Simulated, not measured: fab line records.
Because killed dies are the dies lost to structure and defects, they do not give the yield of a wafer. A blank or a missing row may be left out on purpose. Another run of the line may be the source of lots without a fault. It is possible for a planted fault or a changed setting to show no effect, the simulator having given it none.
A lot that was struck, set against a sound lot | flow nand_harc | 15 out of 1302 route steps
Sound: wafers L576.2, L576.5, L576.6. Struck: wafers L584.5, L584.6 (left out: L584.1, a lot-mate that was not struck); the cause follows at the end.
Each step with rows lists, per side, the tool, then ch with its chambers, then its first start. Under that, the readings that differ: sound wafers | struck wafers | difference of the means | sigmas: that difference in standard deviations of wafers without a fault.
alike: a reading whose means differ by less than 2 such deviations, as well as words and numbers matching on both sides. not compared: withheld readings; readings where some wafer has no value; bounds like >300 that might hide an equal value; numbers whose values overlap and for which the record gives no deviation.
A row with sigmas, a row that says differs or no value, or rows on one side alone: a step with any of these is where the two part. Numbers that don't overlap but have no deviation are shown without sigmas and don't part them. A reading missing from all wafers of one side parts the sides only when that side holds two or more wafers.

first, 3 steps without rows for these wafers: NHARC_A_CHANNEL_HOLE_D1_STRIP_41 (strips in N2/H2); NHARC_A_CHANNEL_HOLE_D1_STRIP_42 (strips in CF4/CHF3); NHARC_A_CHANNEL_HOLE_D1_STRIP_43 (strips in O2/COS).
NHARC_A_CHANNEL_HOLE_D1_ETCH_44: etches the open film in CF4/O2, target depth 140 nm, overetch 14 nm, time 77 s.
  sound on rie_diel-06 ch 0,1,3, day 11 18:50; struck on rie_diel-06 ch 0,1, day 15 07:10
  alike: drypump_motor_current_A, oes_product_au, rf_fwd_power_W, rf_vpp_V, showerhead_plenum_p_Torr, throttle_valve_pct
  not compared: rf_hours_counter_h
NHARC_A_CHANNEL_HOLE_D1_STRIP_27: strips in O2.
  sound on rie_diel-06 ch 1,2; struck on rie_diel-06 ch 2,3
  alike: drypump_motor_current_A, oes_product_au, rf_vpp_V, showerhead_plenum_p_Torr, throttle_valve_pct
  not compared: rf_hours_counter_h
then, 2 steps without rows for these wafers: NHARC_A_CHANNEL_HOLE_D1_PRECLEAN_28 (cleans in SC1); NHARC_A_CHANNEL_HOLE_D1_SRD_29.
NHARC_A_CHANNEL_HOLE_D1_CD_MEAS_30:
  sound: cd_sem-03 at day 11 19:37; struck: cd_sem-03 at day 15 07:56
  alike: cd_nm
NHARC_A_CHANNEL_HOLE_D1_XSEM_31:
  sound on xsem-01 ch 0, day 11 19:41; struck on xsem-02 ch 0, day 15 08:02
  alike: bot_cd_nm, bow_nm, tilt_deg
NHARC_A_CHANNEL_HOLE_D1_INSPECT_40:
  sound: defect_inspect-02 at day 11 19:47; struck: defect_inspect-01 at day 15 08:08
  alike: raw_defect_count
then, 2 steps without rows for these wafers: NHARC_A_CHANNEL_FILL_D1_PRECLEAN_00 (cleans in SC1); NHARC_A_CHANNEL_FILL_D1_SRD_01.
NHARC_A_CHANNEL_FILL_D1_ALD_02: deposits SiO2, target thk 6 nm, pulse time 10 s, ald cycles 60.
  sound on ald_hk-03 ch 0,1, day 11 20:03; struck on ald_hk-02 ch 2,3, day 15 08:32
  reading    | sound    | struck | difference | sigmas
  ald_cycles | 60 60 60 | 73 73  | +13        |
  alike: heater_power_w, precursor_pulse_height_rel
NHARC_A_CHANNEL_FILL_D1_ALD_03: deposits SiNx, target thk 6 nm, pulse time 60 s, ald cycles 58.
  sound on ald_sin_batch-02 ch 0; struck on ald_sin_batch-03 ch 0
  alike: precursor_pulse_height_rel
  not compared: ald_cycles
-- break in the record here, with 16 days between the starts of the struck wafers on either side (left off in module A_CHANNEL_FILL_D1, picked up again in module END, where the first step shown is number 1302 on the route) --
NHARC_END_SORT_01:
  sound on prober-01 ch 0, day 27 15:46; struck on prober-02 ch 0, day 30 21:55
  reading             | sound  | struck | difference | sigmas
  killed_at_periphery | 8 10 8 | 2 2    | -7         | -2
  alike: killed_at_array, killed_at_other, killed_dies, killed_open, killed_short

== WHERE THEY PART ==
At NHARC_END_SORT_01 and nowhere else, as far as this record goes.

WHY: the cause the simulator had injected
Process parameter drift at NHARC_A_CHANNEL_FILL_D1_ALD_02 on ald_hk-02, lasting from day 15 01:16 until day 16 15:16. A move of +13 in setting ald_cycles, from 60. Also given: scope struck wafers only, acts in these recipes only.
